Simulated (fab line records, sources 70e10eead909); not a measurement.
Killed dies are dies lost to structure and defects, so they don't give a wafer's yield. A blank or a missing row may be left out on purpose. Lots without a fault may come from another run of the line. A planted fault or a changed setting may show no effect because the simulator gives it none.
fab line records | flow nand_harc
record lots=24 wafers=72 last_day=26
route steps=1159 shown A_ONON_D1@447 A_CHANNEL_HOLE_D1@465
lots that met no fault: from a run of the same line without faults
start_h: hours from the record's first day to the start of the lot's first wafer shown | wait_h: hours since the lot's step before | " the same as in the row above | L1.1+2: a row that stands for several wafers | - no value, or no start given | * or withheld: withheld | < > ~ a bound
route shown NAME@n: a module of which the file shows steps, and the number in the route of the first | usual: mean/standard deviation of fault-free wafers | same: alike in all rows | chamber/n: place in a boat | sites: the reading at each site | _std_site: their standard deviation | _edge_site: outer sites' mean less inner sites' | radius_mm: how far each site lies from the wafer's centre | mask NAME#n: copy n | behind: the tool/chamber that last shaped the wafer | hold: why the lot was held/for how many hours/how that ended | device: the transistor (n, p or np) that didn't switch | end of line: the same wafers' tests at the end of the route | a step without rows: its recipe alone | killed: dies lost to structure and defects at the first sort, not the wafer's yield | map: a wafer's dies, x killed, . not, _ none there
set.NAME: the setting as run; set.NAME@STEP: as run at that earlier step | model.NAME: the simulator's own value behind a step, which no gauge read
steps of the route over a sample of lots; a table a step, a row a wafer
services: from which hour (start_h, from the record's first day; less than 0 if before it) a tool's chamber was out of use, for how many hours, and why
## steps
# step NHARC_A_ONON_D1_THK_MEAS_34
# recipe thk_meas_gauge=ellipsometry
# usual thk_nm=201/3
# columns lot.wafer tool chamber start_h wait_h thk_nm
L074.3 film_metro-02 - 171.26 - 198
L074.4 " - " " 203
L074.5 " - " " 201
L075.1 film_metro-02 - 179.92 - 196
L075.3 " - " " 194
L075.6 " - " " 199
L076.1 film_metro-02 - 186.12 - 198
L076.2 " - " " 199
L076.5 " - " " 203
L077.1 film_metro-01 - 202.02 - 203
L077.3 " - " " 202
L077.5 " - " " 202
L078.2 film_metro-02 - 202.52 - 198
L078.5 " - " " 200
L078.6 " - " " 202
L079.1 film_metro-02 - 202.73 - 202
L079.2 " - " " 203
L079.6 " - " " 201
L081.2 film_metro-02 - 215.13 - 198
L081.3 " - " " 199
L081.4 " - " " 204
L080.1 film_metro-02 - 215.28 - 196
L080.4 " - " " 201
L080.5 " - " " 201
L083.2 film_metro-01 - 226.54 - 198
L083.4 " - " " 201
L083.5 " - " " 203
L082.2 film_metro-02 - 226.60 - 195
L082.3 " - " " 198
L082.6 " - " " 203
L084.2 film_metro-01 - 273.55 - 197
L084.4 " - " " 205
L084.6 " - " " 202
L086.1 film_metro-02 - 273.70 - 201
L086.2 " - " " 201
L086.6 " - " " 209
L085.3 film_metro-02 - 277.15 - 199
L085.4 " - " " 204
L085.5 " - " " 204
L088.1 film_metro-02 - 277.26 - 206
L088.3 " - " " 198
L088.6 " - " " 204
L091.2 film_metro-02 - 277.37 - 200
L091.3 " - " " 199
L091.4 " - " " 202
L087.2 film_metro-02 - 277.71 - 197
L087.3 " - " " 199
L087.5 " - " " 201
L089.2 film_metro-01 - 284.75 - 203
L089.3 " - " " 199
L089.4 " - " " 202
L090.1 film_metro-02 - 284.89 - 198
L090.2 " - " " 203
L090.5 " - " " 203
L092.2 film_metro-01 - 285.03 - 195
L092.4 " - " " 200
L092.5 " - " " 202
L094.1 film_metro-01 - 289.23 - 196
L094.2 " - " " 197
L094.3 " - " " 194
L093.3 film_metro-02 - 289.29 - 200
L093.4 " - " " 206
L093.6 " - " " 207
L095.1 film_metro-02 - 293.88 - 198
L095.4 " - " " 200
L095.5 " - " " 201
L096.1 film_metro-01 - 293.90 - 197
L096.2 " - " " 206
L096.4 " - " " 205
L097.2 film_metro-02 - 307.48 - 199
L097.3 " - " " 198
L097.5 " - " " 202
# step NHARC_A_CHANNEL_HOLE_D1_DESCUM_15
# recipe time_s=3 o2_flow_sccm=200 ar_flow_sccm=0 bias_power_w=0 chemistry=O2
# usual drypump_motor_current_A=5.7/0.35 oes_product_au=0.997/0.011 rf_vpp_V=57.5/0.87 showerhead_plenum_p_Torr=1.87/0.071 throttle_valve_pct=11.312/0.0095
# same time_s=3
# columns lot.wafer tool chamber start_h wait_h drypump_motor_current_A oes_product_au rf_hours_counter_h rf_vpp_V showerhead_plenum_p_Torr throttle_valve_pct
L074.4 rie_diel-06 1 178.44 0.1 6.1 1.004 4 56.1 1.87 11.308
L074.3 " 2 " " 5.9 0.993 4 57.1 1.87 11.307
L074.5 " 0 " " 5.4 0.984 - 57.8 1.90 11.308
L075.1 rie_diel-05 2 188.34 0.1 5.7 1.004 1 56.9 1.78 11.309
L075.3 " 3 " " 6.0 1.001 1 57.1 1.98 11.312
L075.6 " 2 " " 5.8 0.995 - 57.1 1.78 11.299
L076.2 rie_diel-06 1 190.35 0.1 6.1 1.010 5 57.9 1.87 11.308
L076.1 " 2 " " 5.9 0.993 5 57.8 1.87 11.308
L076.5 " 2 " " 6.0 0.994 - 56.1 1.87 11.297
L077.3 rie_diel-03 2 204.84 0.1 5.2 0.973 13 58.2 1.89 11.304
L077.1 " 1 " " 6.0 0.987 12 58.6 1.80 11.318
L077.5 " 2 " " 5.3 0.972 - 57.9 1.89 11.305
L078.2 rie_diel-06 0 205.82 0.1 5.4 1.006 6 57.8 1.90 11.307
L078.5 " 3 " " 5.5 1.004 - 56.1 1.81 11.296
L078.6 " 0 " " 5.5 0.998 - 58.1 1.90 11.313
L079.1 rie_diel-03 1 206.88 0.1 6.0 0.989 13 57.0 1.80 11.313
L079.2 " 2 " " 5.3 0.986 13 57.4 1.89 11.321
L079.6 " 1 " " 6.0 1.006 - 57.7 1.80 11.283
L081.3 rie_diel-06 0 218.01 0.1 5.5 1.008 7 57.9 1.90 11.307
L081.2 " 1 " " 6.1 1.006 6 59.1 1.87 11.315
L081.4 " 3 " " 5.5 0.988 7 58.5 1.81 11.317
L080.1 rie_diel-05 3 218.25 0.1 6.0 0.993 2 58.7 1.98 11.303
L080.4 " 0 " " 5.6 1.017 2 58.5 1.78 11.310
L080.5 " 3 " " 6.0 0.992 - 57.8 1.98 11.316
L083.2 rie_diel-05 0 230.57 0.1 5.7 1.007 3 56.9 1.78 11.312
L083.4 " 1 " " 4.9 0.983 3 57.2 1.97 11.319
L083.5 " 3 " " 6.0 0.980 - 58.9 1.98 11.320
L082.2 rie_diel-03 0 231.98 0.1 5.8 1.018 0 57.9 2.02 11.327
L082.3 " 1 " " 6.0 0.994 0 57.1 1.80 11.300
L082.6 " 0 " " 5.8 1.015 - 57.6 2.02 11.324
L084.2 rie_diel-05 1 276.51 0.1 4.9 0.997 6 59.1 1.97 11.313
L084.4 " 2 " " 5.7 0.997 6 57.9 1.78 11.313
L084.6 " 2 " " 5.8 0.999 - 56.9 1.78 11.318
L086.1 rie_diel-03 2 276.54 0.1 5.3 0.983 3 56.9 1.89 11.297
L086.2 " 0 " " 5.8 1.010 2 57.5 2.02 11.337
L086.6 " 2 " " 5.2 0.982 - 58.8 1.89 11.325
L085.4 rie_diel-03 1 280.15 0.1 6.0 1.001 3 56.7 1.80 11.301
L085.3 " 2 " " 5.2 0.987 4 58.3 1.89 11.295
L085.5 " 2 " " 5.2 0.980 - 57.0 1.89 11.324
L088.1 rie_diel-06 2 280.31 0.1 5.9 1.001 1 57.9 1.87 11.313
L088.3 " 3 " " 5.5 1.006 1 58.1 1.81 11.303
L088.6 " 1 " " 6.1 1.008 - 56.2 1.87 11.321
L091.4 rie_diel-05 0 281.41 0.1 5.7 1.021 6 57.2 1.78 11.305
L091.2 " 1 " " 4.9 0.999 6 58.6 1.97 11.316
L091.3 " 3 " " 6.0 0.989 6 57.7 1.98 11.323
L087.2 rie_diel-06 0 282.04 0.1 5.5 0.994 1 57.9 1.90 11.313
L087.3 " 1 " " 6.1 0.998 1 57.8 1.87 11.307
L087.5 " 3 " " 5.4 1.005 - 56.6 1.80 11.305
L089.3 rie_diel-06 2 287.74 0.1 5.9 1.005 2 57.2 1.87 11.319
L089.2 " 0 " " 5.5 0.995 2 56.2 1.89 11.310
L089.4 " 1 " " 6.1 1.003 2 56.6 1.86 11.311
L090.2 rie_diel-05 1 287.90 0.1 4.9 0.984 7 57.5 1.97 11.310
L090.1 " 2 " " 5.7 0.990 7 56.4 1.78 11.315
L090.5 " 1 " " 4.9 0.994 - 56.9 1.97 11.300
L092.2 rie_diel-03 0 289.49 0.1 5.8 1.019 4 57.6 2.02 11.314
L092.4 " 1 " " 6.0 0.985 4 56.8 1.80 11.320
L092.5 " 3 " " 5.6 0.997 - 57.6 1.86 11.319
L094.3 rie_diel-05 2 292.20 0.1 5.7 1.000 8 56.9 1.78 11.319
L094.2 " 0 " " 5.6 1.015 7 56.6 1.78 11.315
L094.1 " 1 " " 4.9 0.986 7 58.0 1.97 11.314
L093.4 rie_diel-06 1 292.40 0.1 6.1 1.003 2 57.3 1.86 11.308
L093.3 " 2 " " 6.0 1.000 3 58.2 1.87 11.309
L093.6 " 3 " " 5.4 1.004 - 55.6 1.80 11.321
L095.4 rie_diel-06 3 298.08 0.1 5.5 0.991 4 57.5 1.80 11.313
L095.1 " 0 " " 5.5 1.000 3 58.9 1.89 11.311
L095.5 " 1 " " 6.1 0.996 - 57.8 1.86 11.305
L096.1 rie_diel-05 2 298.53 0.1 5.7 0.993 8 56.4 1.78 11.309
L096.4 " 0 " " 5.7 1.009 8 57.5 1.78 11.318
L096.2 " 1 " " 4.9 0.992 8 60.7 1.97 11.313
L097.3 rie_diel-06 2 317.99 0.1 5.9 0.979 4 56.0 1.87 11.330
L097.2 " 1 " " 6.1 0.987 4 57.4 1.86 11.298
L097.5 " 2 " " 5.9 0.984 - 57.8 1.87 11.309
# step NHARC_A_CHANNEL_HOLE_D1_ETCH_38
# recipe target_depth_a=390 over_etch_frac=0.3 time_s=65 ion_energy_ev=80 cf4_flow_sccm=150 ar_flow_sccm=0 rf_w=300 bias_w=100 chemistry=CF4
# usual cf4_flow_sccm=150.0/0.41 drypump_motor_current_A=5.7/0.35 oes_product_au=0.997/0.0098 rf_vpp_V=150.8/1.2 showerhead_plenum_p_Torr=1.73/0.061 throttle_valve_pct=13.284/0.0098
# same over_etch_frac=0.3 time_s=65
# columns lot.wafer tool chamber start_h wait_h cf4_flow_sccm drypump_motor_current_A oes_product_au rf_hours_counter_h rf_vpp_V showerhead_plenum_p_Torr throttle_valve_pct
L074.4 rie_diel-06 2 178.52 0.1 149.7 6.0 1.006 4 150.8 1.73 13.282
L074.3 " 0 " " 149.8 5.5 0.996 4 148.9 1.75 13.291
L074.5 " 3 " " 150.1 5.4 0.991 - 149.4 1.68 13.276
L075.3 rie_diel-05 2 188.42 0.1 150.1 5.7 0.994 1 150.4 1.66 13.294
L075.1 " 1 " " 149.9 4.9 0.991 1 152.1 1.82 13.267
L075.6 " 3 " " 150.6 6.0 0.994 - 151.1 1.83 13.288
L076.1 rie_diel-06 1 190.44 0.1 149.6 6.1 1.008 5 150.0 1.73 13.290
L076.2 " 2 " " 150.3 6.0 0.993 5 150.6 1.73 13.295
L076.5 " 2 " " 150.1 5.9 0.988 - 151.9 1.73 13.298
L077.1 rie_diel-03 0 204.93 0.1 150.6 5.8 0.999 13 150.9 1.86 13.270
L077.3 " 1 " " 150.4 6.0 1.001 12 149.3 1.67 13.265
L077.5 " 1 " " 149.7 6.0 1.001 - 149.8 1.67 13.288
L078.2 rie_diel-06 0 205.91 0.1 149.4 5.5 1.007 6 151.2 1.75 13.282
L078.5 " 2 " " 150.3 6.0 1.001 - 150.7 1.73 13.283
L078.6 " 3 " " 150.1 5.4 1.001 - 149.2 1.68 13.266
L079.1 rie_diel-03 2 206.98 0.1 149.8 5.2 0.981 13 150.8 1.75 13.290
L079.2 " 1 " " 150.1 6.0 1.000 13 149.7 1.67 13.299
L079.6 " 2 " " 150.2 5.2 0.979 - 151.7 1.75 13.268
L081.3 rie_diel-06 3 218.09 0.1 150.2 5.5 1.003 7 150.0 1.68 13.269
L081.2 " 0 " " 149.3 5.5 0.998 7 149.5 1.75 13.265
L081.4 " 1 " " 149.6 6.2 1.019 6 150.3 1.73 13.291
L080.4 rie_diel-05 3 218.33 0.1 149.4 6.0 0.991 2 152.1 1.83 13.282
L080.1 " 0 " " 149.5 5.6 1.012 2 149.7 1.66 13.282
L080.5 " 2 " " 149.2 5.7 0.996 - 149.0 1.66 13.287
L083.4 rie_diel-05 3 230.65 0.1 149.5 6.0 0.987 3 154.0 1.83 13.286
L083.2 " 0 " " 149.9 5.6 1.014 3 150.4 1.66 13.290
L083.5 " 0 " " 150.5 5.6 1.017 - 150.0 1.66 13.273
L082.3 rie_diel-03 0 232.08 0.1 149.9 5.8 1.008 0 152.2 1.86 13.294
L082.2 " 1 " " 149.9 6.0 0.986 0 149.7 1.67 13.283
L082.6 " 2 " " 150.3 5.2 0.987 - 151.5 1.75 13.287
L084.2 rie_diel-05 2 276.60 0.1 150.5 5.7 1.002 6 149.0 1.66 13.292
L084.4 " 0 " " 150.3 5.6 1.023 6 148.1 1.66 13.295
L084.6 " 2 " " 149.8 5.7 1.002 - 150.2 1.66 13.264
L086.1 rie_diel-03 0 276.64 0.1 149.7 5.8 1.013 2 151.9 1.86 13.273
L086.2 " 1 " " 149.9 6.0 1.005 3 149.6 1.67 13.264
L086.6 " 3 " " 150.2 5.5 0.992 - 151.0 1.73 13.280
L085.3 rie_diel-03 2 280.25 0.1 150.2 5.2 0.977 4 150.0 1.75 13.294
L085.4 " 0 " " 150.7 5.8 1.017 3 151.3 1.86 13.283
L085.5 " 2 " " 150.6 5.2 0.989 - 150.8 1.75 13.298
L088.3 rie_diel-06 3 280.39 0.1 150.3 5.5 1.004 1 149.1 1.68 13.269
L088.1 " 2 " " 149.8 5.9 0.986 1 150.2 1.73 13.295
L088.6 " 3 " " 148.9 5.4 0.999 - 147.9 1.67 13.263
L091.3 rie_diel-05 0 281.50 0.1 149.9 5.6 1.020 6 150.1 1.66 13.295
L091.4 " 2 " " 150.5 5.7 0.994 6 150.4 1.66 13.278
L091.2 " 3 " " 149.9 6.0 0.993 6 152.0 1.82 13.286
L087.2 rie_diel-06 0 282.12 0.1 149.5 5.5 0.986 1 149.7 1.75 13.290
L087.3 " 2 " " 150.3 6.0 0.993 1 152.5 1.73 13.270
L087.5 " 1 " " 149.8 6.1 0.996 - 153.1 1.73 13.282
L089.3 rie_diel-06 0 287.82 0.1 149.9 5.4 0.996 2 152.0 1.75 13.281
L089.2 " 2 " " 149.8 5.9 0.988 2 151.5 1.73 13.290
L089.4 " 3 " " 150.4 5.5 0.995 2 150.1 1.67 13.282
L090.2 rie_diel-05 3 287.98 0.1 150.5 6.0 0.995 7 150.8 1.82 13.289
L090.1 " 2 " " 149.9 5.7 0.989 7 150.7 1.66 13.280
L090.5 " 3 " " 150.8 6.0 0.992 - 153.4 1.83 13.276
L092.2 rie_diel-03 2 289.57 0.1 150.0 5.3 0.987 4 151.1 1.75 13.295
L092.4 " 0 " " 150.1 5.8 1.013 4 153.2 1.86 13.294
L092.5 " 3 " " 149.4 5.5 0.991 - 150.3 1.73 13.290
L094.1 rie_diel-05 0 292.29 0.1 149.5 5.7 1.017 7 149.4 1.66 13.279
L094.3 " 1 " " 151.0 4.9 0.995 7 151.5 1.82 13.284
L094.2 " 2 " " 150.0 5.7 1.000 8 149.6 1.66 13.262
L093.4 rie_diel-06 3 292.48 0.1 150.1 5.4 1.001 3 149.5 1.67 13.302
L093.3 " 0 " " 149.7 5.4 0.996 3 149.8 1.75 13.304
L093.6 " 2 " " 149.7 5.9 0.991 - 150.6 1.73 13.291
L095.1 rie_diel-06 3 298.16 0.1 149.3 5.4 0.999 4 150.5 1.67 13.290
L095.4 " 0 " " 149.4 5.4 0.987 3 151.2 1.75 13.280
L095.5 " 2 " " 150.6 6.0 0.993 - 149.4 1.73 13.293
L096.2 rie_diel-05 0 298.61 0.1 150.0 5.6 0.998 8 149.4 1.66 13.288
L096.1 " 1 " " 150.7 4.9 0.991 8 151.9 1.82 13.272
L096.4 " 3 " " 149.4 6.0 0.987 8 154.1 1.82 13.287
L097.2 rie_diel-06 3 318.10 0.1 149.8 5.4 1.002 5 149.7 1.67 13.277
L097.3 " 1 " " 150.3 6.1 0.997 4 150.9 1.73 13.273
L097.5 " 2 " " 150.6 6.0 0.977 - 150.3 1.73 13.293
# step NHARC_A_CHANNEL_HOLE_D1_CD_MEAS_18
# usual cd_nm=100.5/2.3
# columns lot.wafer tool chamber start_h wait_h cd_nm
L074.3 cd_sem-03 - 179.56 - 104.6
L074.4 " - " " 98.3
L074.5 " - " " 98.1
L075.1 cd_sem-03 - 189.45 - 99.8
L075.3 " - " " 100.5
L075.6 " - " " 101.4
L076.1 cd_sem-03 - 191.46 - 104.6
L076.2 " - " " 102.7
L076.5 " - " " 101.6
L077.1 cd_sem-02 - 205.95 - 101.5
L077.3 " - " " 101.1
L077.5 " - " " 93.5
L078.2 cd_sem-02 - 206.93 - 100.3
L078.5 " - " " 101.6
L078.6 " - " " 101.2
L079.1 cd_sem-02 - 208.19 - 101.4
L079.2 " - " " 99.9
L079.6 " - " " 101.6
L081.2 cd_sem-01 - 219.11 - 97.6
L081.3 " - " " 100.0
L081.4 " - " " 96.6
L080.1 cd_sem-03 - 219.35 - 102.3
L080.4 " - " " 102.6
L080.5 " - " " 101.4
L083.2 cd_sem-01 - 231.69 - 99.4
L083.4 " - " " 100.8
L083.5 " - " " 100.6
L082.2 cd_sem-01 - 233.09 - 98.0
L082.3 " - " " 101.6
L082.6 " - " " 98.5
L084.2 cd_sem-01 - 277.62 - 99.2
L084.4 " - " " 99.9
L084.6 " - " " 98.6
L086.1 cd_sem-03 - 277.65 - 100.5
L086.2 " - " " 99.4
L086.6 " - " " 100.0
L085.3 cd_sem-03 - 281.27 - 101.0
L085.4 " - " " 99.9
L085.5 " - " " 96.9
L088.1 cd_sem-02 - 281.41 - 101.0
L088.3 " - " " 103.3
L088.6 " - " " 102.8
L091.2 cd_sem-02 - 282.53 - 99.2
L091.3 " - " " 99.3
L091.4 " - " " 99.9
L087.2 cd_sem-03 - 283.18 - 104.9
L087.3 " - " " 102.0
L087.5 " - " " 101.6
L089.2 cd_sem-03 - 288.86 - 102.2
L089.3 " - " " 97.0
L089.4 " - " " 98.7
L090.1 cd_sem-01 - 289.01 - 99.5
L090.2 " - " " 100.6
L090.5 " - " " 102.2
L092.2 cd_sem-02 - 290.59 - 97.0
L092.4 " - " " 97.2
L092.5 " - " " 99.2
L094.1 cd_sem-02 - 293.31 - 103.1
L094.2 " - " " 101.0
L094.3 " - " " 98.8
L093.3 cd_sem-03 - 293.50 - 101.1
L093.4 " - " " 100.0
L093.6 " - " " 102.4
L095.1 cd_sem-02 - 299.18 - 104.4
L095.4 " - " " 102.7
L095.5 " - " " 106.9
L096.1 cd_sem-03 - 299.64 - 102.3
L096.2 " - " " 102.4
L096.4 " - " " 100.6
L097.2 cd_sem-02 - 319.12 - 96.8
L097.3 " - " " 95.4
L097.5 " - " " 97.0
# step NHARC_A_CHANNEL_HOLE_D1_ETCH_19
# recipe bias_v=1200 source_w=2500 pressure_mtorr=15 time_s=34.5 ar_flow_sccm=375 c4f8_flow_sccm=28.8 o2_flow_sccm=96.2 temp_c=-20 target_depth_a=* chemistry=C4F8/O2/Ar
# usual bias_v=1199/13 drypump_motor_current_A=5.5/0.35 showerhead_plenum_p_Torr=3.81/0.077 throttle_valve_pct=37.037/0.0092
# same time_s=34.5
# columns lot.wafer tool chamber start_h wait_h bias_v drypump_motor_current_A rf_hours_counter_h showerhead_plenum_p_Torr throttle_valve_pct
L074.4 har_etch-01 0 179.67 0.1 1183 5.7 - 3.88 37.031
L074.3 " 1 " " 1217 5.0 - 3.77 37.039
L074.5 " 0 " " 1193 5.7 - 3.88 37.050
L075.1 har_etch-01 1 189.55 0.1 1178 5.0 193 3.77 37.049
L075.3 " 1 " " 1175 5.0 - 3.77 37.045
L075.6 " 1 " " 1199 5.0 - 3.77 37.024
L076.1 har_etch-02 1 192.80 1.3 1207 5.9 106 3.73 37.048
L076.2 " 0 " " 1215 5.4 106 3.92 37.027
L076.5 " 1 " " 1205 5.9 - 3.73 37.036
L077.1 har_etch-02 0 206.05 0.1 1179 5.5 110 3.92 37.044
L077.3 " 1 " " 1209 5.9 - 3.73 37.041
L077.5 " 0 " " 1178 5.5 - 3.92 37.046
L078.2 har_etch-01 0 207.00 0.1 1192 5.7 200 3.87 37.042
L078.5 " 0 " " 1194 5.7 - 3.87 37.034
L078.6 " 1 " " 1207 5.0 - 3.76 37.043
L079.1 har_etch-02 0 210.22 2.0 1188 5.4 114 3.92 37.032
L079.2 " 1 " " 1207 5.9 114 3.73 37.047
L079.6 " 0 " " 1181 5.4 - 3.92 37.028
L081.2 har_etch-02 0 219.20 0.1 1199 5.5 120 3.92 37.031
L081.4 " 1 " " 1197 5.9 - 3.72 37.038
L081.3 " 0 " " 1190 5.5 - 3.91 37.047
L080.1 har_etch-01 0 219.42 0.1 1202 5.7 209 3.86 37.044
L080.4 " 1 " " 1200 5.0 - 3.76 37.029
L080.5 " 0 " " 1214 5.7 - 3.86 37.029
L083.2 har_etch-02 0 231.79 0.1 1202 5.5 124 3.91 37.033
L083.4 " 1 " " 1220 5.9 - 3.72 37.042
L083.5 " 0 " " 1199 5.5 - 3.91 37.045
L082.2 har_etch-01 0 233.16 0.1 1195 5.7 213 3.86 37.043
L082.3 " 1 " " 1206 5.0 - 3.76 37.037
L082.6 " 0 " " 1202 5.7 - 3.86 37.040
L084.2 har_etch-01 0 277.71 0.1 1187 5.7 221 3.86 37.033
L084.4 " 1 " " 1195 5.0 - 3.75 37.034
L084.6 " 0 " " 1196 5.7 - 3.86 37.039
L086.2 har_etch-02 0 277.74 0.1 1193 5.5 134 3.91 37.042
L086.1 " 1 " " 1192 5.9 134 3.72 37.039
L086.6 " 1 " " 1180 5.9 - 3.72 37.050
L085.4 har_etch-01 1 281.88 0.6 1211 5.0 - 3.75 37.027
L085.3 " 0 " " 1201 5.7 - 3.85 37.029
L085.5 " 1 " " 1203 5.0 - 3.75 37.022
L088.1 har_etch-01 0 286.04 4.6 1210 5.7 229 3.85 37.032
L088.3 " 1 " " 1191 5.0 - 3.75 37.029
L088.6 " 1 " " 1195 5.0 - 3.75 37.038
L091.2 har_etch-01 0 290.17 7.6 1195 5.7 233 3.85 37.015
L091.3 " 0 " " 1201 5.7 - 3.85 37.043
L091.4 " 1 " " 1197 5.0 - 3.75 37.026
L087.2 har_etch-01 0 294.33 11.1 1200 5.7 237 3.85 37.016
L087.3 " 0 " " 1194 5.7 - 3.85 37.040
L087.5 " 0 " " 1196 5.7 - 3.85 37.040
L089.2 har_etch-01 0 298.51 9.6 1196 5.7 240 3.84 37.038
L089.3 " 1 " " 1212 5.0 - 3.74 37.033
L089.4 " 0 " " 1197 5.7 - 3.84 37.042
L090.2 har_etch-01 0 302.67 13.7 1195 5.7 244 3.84 37.031
L090.1 " 1 " " 1194 5.0 244 3.74 37.053
L090.5 " 0 " " 1208 5.7 - 3.84 37.032
L092.2 har_etch-02 0 307.20 16.6 1196 5.4 137 3.90 37.026
L092.4 " 0 " " 1187 5.4 - 3.90 37.059
L092.5 " 1 " " 1193 5.9 - 3.71 37.037
L094.1 har_etch-02 1 311.33 18.0 1173 5.9 141 3.71 37.056
L094.2 " 0 " " 1192 5.5 141 3.90 37.046
L094.3 " 0 " " 1202 5.5 - 3.90 37.036
L093.4 har_etch-02 0 315.52 22.0 1194 5.5 - 3.90 37.029
L093.3 " 1 " " 1195 5.9 - 3.71 37.048
L093.6 " 1 " " 1224 5.9 - 3.71 37.036
L095.1 har_etch-02 0 319.64 20.5 1170 5.5 149 3.90 37.037
L095.4 " 0 " " 1184 5.5 - 3.90 37.032
L095.5 " 0 " " 1170 5.5 - 3.90 37.040
L096.2 har_etch-02 1 323.79 24.1 1179 5.9 153 3.71 37.043
L096.1 " 0 " " 1198 5.4 153 3.90 37.041
L096.4 " 0 " " 1218 5.4 - 3.89 37.031
L097.2 har_etch-02 1 331.37 12.2 1192 5.9 160 3.70 37.045
L097.3 " 1 " " 1206 5.9 - 3.70 37.036
L097.5 " 0 " " 1209 5.5 - 3.89 37.034
# step NHARC_A_CHANNEL_HOLE_D1_ETCH_25
# recipe bias_v=5000 source_w=withheld pressure_mtorr=20 time_s=1040.2 ar_flow_sccm=375 c4f8_flow_sccm=93.8 o2_flow_sccm=31.2 temp_c=-20 target_depth_a=15000 chemistry=C4F8/O2/Ar
# usual drypump_motor_current_A=5.5/0.35 showerhead_plenum_p_Torr=3.76/0.074 throttle_valve_pct=32.236/0.0093
# same time_s=1040.2
# columns lot.wafer tool chamber start_h wait_h drypump_motor_current_A rf_hours_counter_h showerhead_plenum_p_Torr throttle_valve_pct
L074.4 har_etch-01 0 182.82 0.7 5.7 - 3.82 32.232
L074.3 " 1 " " 5.0 - 3.72 32.246
L074.5 " 0 " " 5.7 - 3.82 32.230
L075.1 har_etch-01 1 192.57 0.7 5.0 196 3.72 32.228
L075.3 " 1 " " 5.0 - 3.72 32.223
L075.6 " 1 " " 5.0 - 3.72 32.226
L076.1 har_etch-02 1 195.73 0.6 5.9 109 3.68 32.239
L076.2 " 0 " " 5.5 109 3.87 32.230
L076.5 " 1 " " 5.9 - 3.68 32.247
L077.1 har_etch-02 0 209.09 0.7 5.4 113 3.86 32.224
L077.3 " 1 " " 5.9 - 3.68 32.243
L077.5 " 0 " " 5.5 - 3.86 32.234
L078.2 har_etch-01 0 209.90 0.6 5.7 203 3.81 32.237
L078.5 " 0 " " 5.7 - 3.81 32.225
L078.6 " 1 " " 5.0 - 3.72 32.242
L079.1 har_etch-02 0 213.13 0.6 5.4 117 3.86 32.234
L079.2 " 1 " " 5.9 117 3.68 32.231
L079.6 " 0 " " 5.5 - 3.86 32.221
L081.2 har_etch-02 0 222.23 0.7 5.5 123 3.86 32.224
L081.4 " 1 " " 5.9 - 3.68 32.225
L081.3 " 0 " " 5.5 - 3.86 32.239
L080.1 har_etch-01 0 222.32 0.6 5.7 212 3.81 32.251
L080.4 " 1 " " 5.0 - 3.71 32.237
L080.5 " 0 " " 5.7 - 3.81 32.247
L083.2 har_etch-02 0 234.83 0.7 5.4 126 3.86 32.263
L083.4 " 1 " " 5.9 - 3.67 32.231
L083.5 " 0 " " 5.5 - 3.86 32.234
L082.2 har_etch-01 0 236.07 0.6 5.7 215 3.81 32.252
L082.3 " 1 " " 5.0 - 3.71 32.238
L082.6 " 0 " " 5.7 - 3.81 32.220
L084.2 har_etch-01 0 280.73 0.7 5.7 224 3.80 32.251
L084.4 " 1 " " 5.0 - 3.70 32.239
L084.6 " 0 " " 5.7 - 3.80 32.248
L085.4 har_etch-01 1 285.04 0.7 5.0 - 3.70 32.239
L085.3 " 0 " " 5.7 - 3.80 32.229
L085.5 " 1 " " 5.0 - 3.70 32.236
L088.1 har_etch-01 0 289.06 0.7 5.7 232 3.80 32.239
L088.3 " 1 " " 5.0 - 3.70 32.227
L088.6 " 1 " " 5.0 - 3.70 32.234
L091.2 har_etch-01 0 293.07 0.6 5.7 236 3.80 32.232
L091.3 " 0 " " 5.7 - 3.79 32.229
L091.4 " 1 " " 5.0 - 3.70 32.230
L087.2 har_etch-01 0 297.21 0.6 5.7 239 3.79 32.226
L087.3 " 0 " " 5.7 - 3.79 32.231
L087.5 " 0 " " 5.7 - 3.79 32.232
L089.2 har_etch-01 0 301.54 0.7 5.7 243 3.79 32.232
L089.3 " 1 " " 5.0 - 3.69 32.228
L089.4 " 0 " " 5.7 - 3.79 32.248
L090.2 har_etch-01 0 305.58 0.6 5.7 247 3.79 32.220
L090.1 " 1 " " 5.0 247 3.69 32.233
L090.5 " 0 " " 5.7 - 3.79 32.241
L086.2 har_etch-02 0 305.94 0.6 5.5 136 3.85 32.223
L086.1 " 1 " " 5.9 136 3.67 32.246
L086.6 " 1 " " 5.9 - 3.67 32.232
L092.2 har_etch-02 0 310.21 0.6 5.5 140 3.85 32.230
L092.4 " 0 " " 5.5 - 3.85 32.232
L092.5 " 1 " " 5.9 - 3.67 32.233
L094.1 har_etch-02 1 314.22 0.6 5.9 144 3.66 32.233
L094.2 " 0 " " 5.5 144 3.85 32.239
L094.3 " 0 " " 5.4 - 3.85 32.240
L093.4 har_etch-02 0 318.67 0.7 5.4 - 3.84 32.229
L093.3 " 1 " " 5.9 - 3.66 32.261
L093.6 " 1 " " 5.9 - 3.66 32.233
L095.1 har_etch-02 0 322.52 0.6 5.4 152 3.84 32.246
L095.4 " 0 " " 5.5 - 3.84 32.245
L095.5 " 0 " " 5.4 - 3.84 32.228
L096.2 har_etch-02 1 326.69 0.6 5.9 156 3.66 32.250
L096.1 " 0 " " 5.5 156 3.84 32.224
L096.4 " 0 " " 5.4 - 3.84 32.235
L097.2 har_etch-02 1 334.40 0.7 5.9 163 3.65 32.225
L097.3 " 1 " " 5.9 - 3.65 32.246
L097.5 " 0 " " 5.5 - 3.84 32.235
## services
# columns tool chamber start_h hours kind
rie_diel-05 - 163.63 9.0 pm
rie_diel-06 0 171.33 - clean
rie_diel-06 1 171.33 - clean
rie_diel-06 2 171.33 - clean
rie_diel-06 3 171.33 - clean
rie_diel-03 1 172.42 5.6 repair
rie_diel-03 1 181.79 6.0 repair
rie_diel-06 0 195.83 - clean
rie_diel-06 1 195.83 - clean
rie_diel-06 2 195.83 - clean
rie_diel-06 3 195.83 - clean
rie_diel-03 - 211.52 1.7 repair
rie_diel-03 - 215.30 9.0 pm
rie_diel-06 - 241.33 9.0 pm
rie_diel-06 0 260.06 6.4 repair
rie_diel-05 0 262.19 3.9 repair
har_etch-01 - 306.84 17.0 pm
har_etch-01 0 306.84 17.0 vent_cycle
har_etch-01 1 306.84 17.0 vent_cycle
rie_diel-06 0 313.87 4.1 repair
har_etch-01 0 323.84 - clean
har_etch-01 0 323.84 - consumable_replace:focus_ring
har_etch-01 1 323.84 - clean
har_etch-01 1 323.84 - consumable_replace:focus_ring
## key
fault none
